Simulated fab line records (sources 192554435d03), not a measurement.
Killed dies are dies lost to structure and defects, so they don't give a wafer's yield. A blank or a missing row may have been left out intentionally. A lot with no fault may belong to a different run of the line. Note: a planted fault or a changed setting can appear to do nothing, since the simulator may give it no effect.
fab line records	flow n5Finfet
record lots=10	wafers=30	lastDay=18
route steps=1938 shown BEOL_M7@1280 PASSIVATION@1936
lots untouched by any fault: they come from a run of this same line in which no faults occurred
startH: start of the lot's first displayed wafer, in hours after the record's first day	waitH: time in hours since the lot's previous step	" unchanged from the row above	L1.1+2: a single row standing in for several wafers	- no value, or no start given	* or withheld: withheld	< > ~ a bound
route shown NAME@n: names a module that has steps shown in the file, with the first one's number in the route	usual: mean/standard deviation of fault-free wafers	same: alike in all rows	chamber/n: place in a boat	sites: readings site by site	_std_site: the values' standard deviation	_edge_site: mean of outer sites minus mean of inner sites	radiusMm: for every site, how far away it sits from the centre of the wafer	mask NAME#n: copy n	behind: the last tool/chamber to shape the wafer	hold: what put the lot on hold/how long, in hours/how the hold closed	device: which transistor (n, p or np) failed to switch	end of line: tests of these same wafers at the route's end	a step with no rows: only its recipe	killed: dies that structure and defects cost at the first sort, which is not the same as the wafer's yield	map: the dies of a wafer, with x for killed, . for not killed, _ for no die there
set.NAME: setting as actually run; set.NAME@STEP: the setting as run at that earlier step	model.NAME: the simulator's own value behind a step, which no gauge read
route steps across a sampled set of lots; one table per step, one row per wafer
services: the hour from which a tool's chamber was out of use, counted from the record's first day as startH (under 0 if before that day), plus the number of hours and why
## steps
# step N5_BEOL_M7_ETCH_61
# recipe chemistry=CF4	target=SiARC	targetDepthA=455	maskMaterial=CAR-ArF	timeS=75.8	ionEnergyEv=80	pressureMtorr=40	sourceW=545	biasW=36	Ar_flow_sccm=100	cf4FlowSccm=100	ends=cleared
# usual drypumpMotorCurrentA=5.4/0.51	etchRfOnTimeS=75.8/1.1	oesProductAu=0.65/0.069	rfFwdPowerW=538.7/2.7	rfVppV=183.7/1.4	showerheadPlenumPTorr=2.12/0.085	throttleValvePct=15.60/0.23
lot.wafer	tool	chamber	startH	waitH	drypumpMotorCurrentA	etchRfOnTimeS	oesProductAu	rfFwdPowerW	rfHoursCounterH	rfVppV	showerheadPlenumPTorr	throttleValvePct
L600.2	rieDiel-02	2	190.59	0.0	5.1	75.6	0.64	541.4	162	183.4	2.06	15.57
L600.3	"	0	"	"	5.3	75.8	0.74	541.0	49	185.9	2.26	15.25
L600.6	"	3	"	"	5.9	74.8	0.66	543.3	-	184.7	2.15	15.61
L602.2	rieDiel-06	3	205.48	0.0	5.6	76.4	0.57	538.1	238	184.5	2.03	15.61
L602.3	"	0	"	"	5.5	77.9	0.62	537.6	165	183.0	2.14	15.93
L602.5	"	0	"	"	5.5	78.8	0.61	536.3	-	183.7	2.14	15.95
L603.2	rieDiel-01	2	210.03	0.0	6.3	76.1	0.62	538.7	167	183.6	2.13	15.49
L603.3	"	3	"	"	5.8	74.7	0.60	541.7	244	184.1	2.12	15.77
L603.4	"	1	"	"	4.7	75.6	0.60	534.5	200	184.4	2.21	15.90
L606.3	rieDiel-01	1	232.83	0.0	4.7	75.4	0.60	536.0	207	185.4	2.21	15.90
L606.4	"	3	"	"	5.7	74.9	0.59	539.7	251	183.1	2.12	15.78
L606.6	"	3	"	"	5.7	75.2	0.59	542.1	-	184.4	2.12	15.79
L604.1	rieDiel-01	3	236.14	0.0	5.7	75.9	0.59	542.2	252	183.2	2.12	15.79
L604.2	"	0	"	"	5.4	75.1	0.67	533.7	125	182.2	1.99	15.45
L604.5	"	3	"	"	5.8	75.3	0.59	540.8	-	184.4	2.12	15.78
L611.1	rieDiel-01	2	268.22	0.0	6.3	75.5	0.61	542.8	188	184.6	2.12	15.54
L611.5	"	2	"	"	6.3	75.7	0.60	540.3	-	184.0	2.12	15.54
L611.6	"	3	"	"	5.7	73.6	0.86	542.2	-	184.2	2.12	15.27
L610.2	rieDiel-01	1	271.49	0.0	4.7	75.5	0.59	535.0	223	185.2	2.21	15.93
L610.3	"	2	"	"	6.3	75.9	0.61	536.7	189	183.3	2.12	15.54
L610.4	"	0	"	"	5.4	73.7	0.66	535.2	140	181.6	1.98	15.47
L618.1	rieDiel-01	0	300.99	0.0	5.4	74.9	0.64	536.4	150	179.7	1.98	15.50
L618.2	"	2	"	"	6.3	76.2	0.60	536.7	199	183.5	2.12	15.55
L618.5	"	1	"	"	4.7	77.0	0.58	536.6	-	182.7	2.20	15.97
L619.2	rieDiel-06	2	306.31	0.0	5.0	75.5	0.61	537.1	196	180.9	2.05	15.72
L619.3	"	3	"	"	5.6	76.0	0.80	538.2	10	185.0	2.27	15.15
L619.4	"	0	"	"	5.5	77.5	0.59	535.6	197	184.3	2.13	16.01
L622.2	rieDiel-02	1	325.91	0.0	6.3	76.2	0.63	542.0	192	183.9	2.04	15.49
L622.3	"	0	"	"	5.3	76.0	0.70	542.8	90	185.4	2.25	15.32
L622.5	"	3	"	"	5.9	76.6	0.62	541.4	-	183.4	2.14	15.68
# step N5_BEOL_M7_STRIP_19
# recipe chemistry=O2	powerW=400	tempC=40	pressureMtorr=30	rfFrequencyHz=6e+07	biasPowerW=0	overashFraction=0.2	o2FlowSccm=225
# usual drypumpMotorCurrentA=5.5/0.49	oesProductAu=0.76/0.075	rfVppV=3.7/0.57	showerheadPlenumPTorr=2.07/0.095	throttleValvePct=16.61/0.19
lot.wafer	tool	chamber	startH	waitH	drypumpMotorCurrentA	oesProductAu	rfHoursCounterH	rfVppV	showerheadPlenumPTorr	throttleValvePct
L600.2	rieDiel-02	0	191.11	0.2	5.3	0.87	50	3.8	2.23	16.35
L600.3	"	2	"	"	5.1	0.75	162	3.5	1.99	16.54
L600.6	"	1	"	"	6.3	0.77	-	3.2	2.01	16.51
L602.2	rieDiel-02	0	205.83	0.1	5.3	0.86	54	3.2	2.23	16.37
L602.3	"	2	"	"	5.1	0.74	167	3.4	1.99	16.54
L602.5	"	2	"	"	5.1	0.75	-	4.4	1.99	16.55
L603.2	rieDiel-01	2	210.38	0.1	6.3	0.71	167	3.4	2.09	16.59
L603.3	"	0	"	"	5.4	0.77	118	3.6	1.94	16.47
L603.4	"	3	"	"	5.8	0.69	244	3.4	2.06	16.75
L606.3	rieDiel-02	0	233.22	0.1	5.2	0.85	63	4.0	2.22	16.37
L606.4	"	2	"	"	5.0	0.74	176	3.1	1.99	16.58
L606.6	"	3	"	"	5.9	0.75	-	3.6	2.10	16.65
L604.1	rieDiel-06	1	236.51	0.1	4.9	0.75	161	3.5	2.01	16.74
L604.2	"	0	"	"	5.5	0.72	173	3.2	2.08	16.95
L604.5	"	0	"	"	5.5	0.72	-	3.5	2.08	16.95
L611.1	rieDiel-02	2	268.87	0.1	5.1	0.73	186	3.7	1.99	16.60
L611.5	"	0	"	"	5.2	0.83	-	3.5	2.22	16.37
L611.6	"	1	"	"	6.3	0.74	-	4.6	2.00	16.55
L610.2	rieDiel-06	2	271.95	0.2	5.0	0.71	185	3.6	1.99	16.64
L610.3	"	0	"	"	5.5	0.70	187	3.6	2.08	16.98
L610.4	"	3	"	"	5.6	1.00	0	3.4	2.24	16.23
L618.1	rieDiel-01	1	301.34	0.1	4.7	0.67	233	3.6	2.15	16.98
L618.2	"	0	"	"	5.4	0.74	150	3.6	1.93	16.52
L618.5	"	0	"	"	5.4	0.74	-	3.8	1.93	16.53
L619.2	rieDiel-06	1	306.67	0.1	4.9	0.74	186	3.0	2.00	16.76
L619.3	"	2	"	"	5.0	0.71	196	3.1	1.99	16.69
L619.4	"	0	"	"	5.5	0.70	197	4.1	2.07	17.01
L622.2	rieDiel-01	2	326.28	0.1	6.3	0.69	206	2.8	2.08	16.66
L622.3	"	1	"	"	4.7	0.67	240	3.9	2.15	16.98
L622.5	"	0	"	"	5.4	0.74	-	3.2	1.92	16.53
# step N5_BEOL_M7_EXPOSE_25
# recipe maskId=V6	na=0.33	sourceShape=annular	sigmaInner=0.4	sigmaOuter=0.8	polarization=unpolarized	targetCdNm=40	doseMj=42.5
# usual exposureDoseMJCm2=42.46/0.048	stageMsdNm=0.870/0.025
lot.wafer	tool	chamber	startH	waitH	mask	exposureDoseMJCm2	stageMsdNm
L600.2	euvScanner-01	0	192.69	-	V6#0	42.53	0.858
L600.3	"	0	"	"	V6#0	42.51	0.859
L600.6	"	0	"	"	V6#0	42.59	0.857
L602.2	euvScanner-01	0	206.09	-	V6#0	42.49	0.860
L602.3	"	0	"	"	V6#0	42.54	0.861
L602.5	"	0	"	"	V6#0	42.50	0.860
L603.2	euvScanner-01	0	213.19	-	V6#0	42.48	0.865
L603.3	"	0	"	"	V6#0	42.48	0.865
L603.4	"	0	"	"	V6#0	42.52	0.863
L606.3	euvScanner-01	0	234.37	-	V6#0	42.48	0.876
L606.4	"	0	"	"	V6#0	42.46	0.875
L606.6	"	0	"	"	V6#0	42.50	0.876
L604.1	euvScanner-02	0	236.87	-	V6#0	42.37	0.851
L604.2	"	0	"	"	V6#0	42.42	0.853
L604.5	"	0	"	"	V6#0	42.36	0.855
L611.1	euvScanner-02	0	269.78	-	V6#0	42.48	0.847
L611.5	"	0	"	"	V6#0	42.42	0.842
L611.6	"	0	"	"	V6#0	42.38	0.845
L610.2	euvScanner-01	0	272.44	-	V6#0	42.40	0.897
L610.3	"	0	"	"	V6#0	42.43	0.898
L610.4	"	0	"	"	V6#0	42.47	0.894
L618.1	euvScanner-02	0	302.28	-	V6#0	41.42	0.838
L618.2	"	0	"	"	V6#0	41.47	0.839
L618.5	"	0	"	"	V6#0	41.41	0.840
L619.2	euvScanner-02	0	308.19	-	V6#0	41.64	0.838
L619.3	"	0	"	"	V6#0	41.60	0.838
L619.4	"	0	"	"	V6#0	41.59	0.836
L622.2	euvScanner-01	0	330.66	-	V6#0	42.44	0.903
L622.3	"	0	"	"	V6#0	42.46	0.907
L622.5	"	0	"	"	V6#0	42.48	0.901
# step N5_BEOL_M7_INSPECT_30
# recipe mode=adi	inspectInstrument=brightfield
# usual rawDefectCount=398/94
lot.wafer	tool	chamber	startH	waitH	rawDefectCount
L600.2	defectInspect-02	-	192.90	0.0	326
L600.3	"	-	"	"	402
L600.6	"	-	"	"	242
L602.2	defectInspect-02	-	206.31	0.0	257
L602.3	"	-	"	"	301
L602.5	"	-	"	"	293
L603.2	defectInspect-02	-	213.40	0.0	453
L603.3	"	-	"	"	360
L603.4	"	-	"	"	466
L606.3	defectInspect-01	-	234.57	0.0	438
L606.4	"	-	"	"	408
L606.6	"	-	"	"	367
L604.1	defectInspect-02	-	237.09	0.1	318
L604.2	"	-	"	"	300
L604.5	"	-	"	"	352
L611.1	defectInspect-02	-	270.00	0.1	284
L611.5	"	-	"	"	393
L611.6	"	-	"	"	306
L610.2	defectInspect-01	-	272.65	0.0	306
L610.3	"	-	"	"	245
L610.4	"	-	"	"	342
L618.1	defectInspect-02	-	302.50	0.1	498
L618.2	"	-	"	"	365
L618.5	"	-	"	"	328
L619.2	defectInspect-01	-	308.41	0.0	332
L619.3	"	-	"	"	490
L619.4	"	-	"	"	405
L622.2	defectInspect-02	-	330.88	0.0	379
L622.3	"	-	"	"	350
L622.5	"	-	"	"	437
# step N5_PASSIVATION_PROBE_49
# usual defectLimitedYield=91.2/1.4	killed_at_M0_to_M3=35/11	killed_at_M4_up=12/4.2	killedAtContacts=13/5.6	killedAtFrontEnd=40/12	killedAtOther=3.3/2.6	killedDies=103/17	killedOpen=68/12	killedShort=34/7.6	sort_bin_5_function=5.1/0.95	sort_bin_6_memory=3.3/0.68	sortNPass=1077/17	sortYieldPct=91.2/1.4
# same grossDies=1180	killedAtBackSide=0	sort_bin_4_leakage[%]=0	sort_bin_8_speed[%]=0
lot.wafer	tool	chamber	startH	waitH	defectLimitedYield[%]	killed_at_M0_to_M3	killed_at_M4_up	killedAtContacts	killedAtFrontEnd	killedAtOther	killedDies	killedOpen	killedShort	sort_bin_5_function[%]	sort_bin_6_memory[%]	sortNPass	sortYieldPct[%]
L604.1	prober-02	-	318.73	0.0	92.5	27	10	7	41	4	89	62	25	4.4	2.9	1091	92.5
L604.2	prober-02	-	318.78	0.1	93.7	22	12	9	25	6	74	49	23	3.9	2.4	1106	93.7
L604.5	prober-02	-	318.93	0.2	89.4	45	11	32	30	7	125	84	39	6.4	4.1	1055	89.4
L610.2	prober-01	-	351.15	0.1	89.0	54	12	4	55	5	130	88	40	6.6	4.4	1050	89.0
L610.3	prober-01	-	351.20	0.1	91.4	36	7	7	43	9	102	69	33	5.6	2.7	1078	91.4
L610.4	prober-01	-	351.25	0.2	90.8	36	6	12	49	5	108	73	34	5.8	2.7	1072	90.8
L618.1	prober-02	-	376.71	0.0	90.8	46	12	4	46	1	109	75	34	5.9	3.2	1071	90.8
L618.2	prober-02	-	376.76	0.1	91.4	44	11	13	29	4	101	67	30	4.9	3.1	1079	91.4
L618.5	prober-02	-	376.91	0.2	91.7	29	14	6	45	4	98	73	25	5.2	2.9	1082	91.7
# killed by level:class
L604.1 DUMMY_GATE:geometricParticle:open=14 BEOL_M0_SAQP:geometricParticle:short=9 BEOL_M0_SAQP:geometricParticle:open=8 MOL_CONTACT_COAG:geometricParticle:open=7 BEOL_M1:geometricParticle:open=6 STI_FIN_REVEAL:geometricParticle:open=5 DUMMY_GATE:geometricParticle:short=5 ILD0:geometricParticle:open=3
L604.2 MOL_CONTACT_COAG:geometricParticle:open=9 BEOL_M0_SAQP:geometricParticle:open=9 FIN_SAQP:geometricParticle:short=6 FIN_SAQP:geometricParticle:open=5 STI_FIN_REVEAL:geometricParticle:open=4 BEOL_M0:geometricParticle:short=4 STARTING-WAFER:geometricParticle:open=4 BEOL_M0_SAQP:geometricParticle:short=3
L604.5 MOL_CONTACT_COAG:geometricParticle:open=23 BEOL_M0_SAQP:geometricParticle:open=14 BEOL_M1:geometricParticle:open=10 FIN_SAQP:geometricParticle:short=9 MOL_CONTACT_COAG:geometricParticle:short=9 FIN_SAQP:geometricParticle:open=7 BEOL_M0_SAQP:geometricParticle:short=6 BEOL_M2:geometricParticle:open=6
L610.2 FIN_SAQP:geometricParticle:short=16 BEOL_M0_SAQP:geometricParticle:open=15 BEOL_M2:geometricParticle:open=15 FIN_SAQP:geometricParticle:open=10 BEOL_M1:geometricParticle:open=9 STI_FIN_REVEAL:geometricParticle:open=7 BEOL_M0_SAQP:geometricParticle:short=5 DUMMY_GATE:geometricParticle:open=4
L610.3 FIN_SAQP:geometricParticle:open=12 STI_FIN_REVEAL:geometricParticle:open=9 BEOL_M0_SAQP:geometricParticle:open=9 BEOL_M2:geometricParticle:open=9 FIN_SAQP:geometricParticle:short=8 MIM_BOT:geometricParticle:open=6 MOL_CONTACT_COAG:geometricParticle:open=5 BEOL_M2:geometricParticle:short=5
L610.4 FIN_SAQP:geometricParticle:open=11 STI_FIN_REVEAL:geometricParticle:open=10 MOL_CONTACT_COAG:geometricParticle:open=9 FIN_SAQP:geometricParticle:short=8 BEOL_M2:geometricParticle:open=8 BEOL_M0:geometricParticle:open=7 GATE_CUT:geometricParticle:short=6 BEOL_M1:geometricParticle:open=5
L618.1 FIN_SAQP:geometricParticle:open=18 BEOL_M1:geometricParticle:open=13 BEOL_M0_SAQP:geometricParticle:short=12 BEOL_M0_SAQP:geometricParticle:open=9 FIN_SAQP:geometricParticle:short=6 BEOL_M2:geometricParticle:open=6 BEOL_M4:geometricParticle:open=5 MOL_CONTACT_COAG:geometricParticle:open=4
L618.2 FIN_SAQP:geometricParticle:open=10 BEOL_M3:geometricParticle:open=10 BEOL_M1:geometricParticle:open=10 MOL_CONTACT_COAG:geometricParticle:open=9 BEOL_M0_SAQP:geometricParticle:short=8 BEOL_M0_SAQP:geometricParticle:open=7 STI_FIN_REVEAL:geometricParticle:open=5 MOL_CONTACT_COAG:geometricParticle:short=4
L618.5 FIN_SAQP:geometricParticle:open=13 STI_FIN_REVEAL:geometricParticle:open=12 BEOL_M1:geometricParticle:open=7 BEOL_M4:geometricParticle:open=7 DUMMY_GATE:geometricParticle:open=6 MOL_CONTACT_COAG:geometricParticle:open=5 BEOL_M0_SAQP:geometricParticle:open=5 BEOL_M2:geometricParticle:open=5
## services
tool	chamber	startH	hours	kind
euvScanner-01	0	207.81	-	calibration
euvScanner-01	-	209.69	0.2	repair
euvScanner-01	-	210.00	1.0	pm
euvScanner-02	-	211.03	4.6	pm
euvScanner-01	-	215.63	4.6	pm
euvScanner-02	-	220.23	1.0	pm
rieDiel-01	2	235.65	2.4	repair
rieDiel-01	3	236.99	5.4	repair
euvScanner-02	-	242.27	17.3	pm
rieDiel-01	3	242.70	-	clean
rieDiel-01	3	242.70	-	consumableReplace:esc
rieDiel-01	3	242.70	-	consumableReplace:focusRing
rieDiel-01	3	242.70	18.6	scheduledDown
rieDiel-01	3	242.70	18.6	ventCycle
rieDiel-06	3	247.21	-	clean
rieDiel-06	3	247.21	-	consumableReplace:focusRing
euvScanner-01	-	262.12	1.0	pm
euvScanner-02	-	274.54	1.0	pm
rieDiel-01	0	277.94	1.8	repair
rieDiel-01	3	279.67	7.2	repair
rieDiel-02	3	292.71	8.2	repair
rieDiel-02	2	316.58	4.0	repair
euvScanner-01	-	318.27	1.0	pm
euvScanner-02	-	325.93	4.7	repair
## key
firstSign step=N5_BEOL_M7_EXPOSE_25	reading=exposureDoseMJCm2	direction=down	sigmas=20	usual=42.46	struck=41.52
effect none on later readings
metAt N5_BEOL_M7_EXPOSE_25
struckLots L618,L619
loopTrim step=N5_BEOL_M7_EXPOSE_25	setting=dose	lots=L619
notActingAt N5_BEOL_M7_ETCH_61,N5_BEOL_M7_STRIP_19,N5_BEOL_M7_INSPECT_30
onsetBetween 269.78 302.28
fault kind=processParameterDrift	tool=euvScanner-02	chamber=-	onsetH=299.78	steps=N5_BEOL_M7_EXPOSE_25	channel=doseMj	offset=-1.0198	shape=step	actsIn=theseRecipesOnly	stated=42.5
# loopTrim: a control loop set the setting to another value than it would have without faults
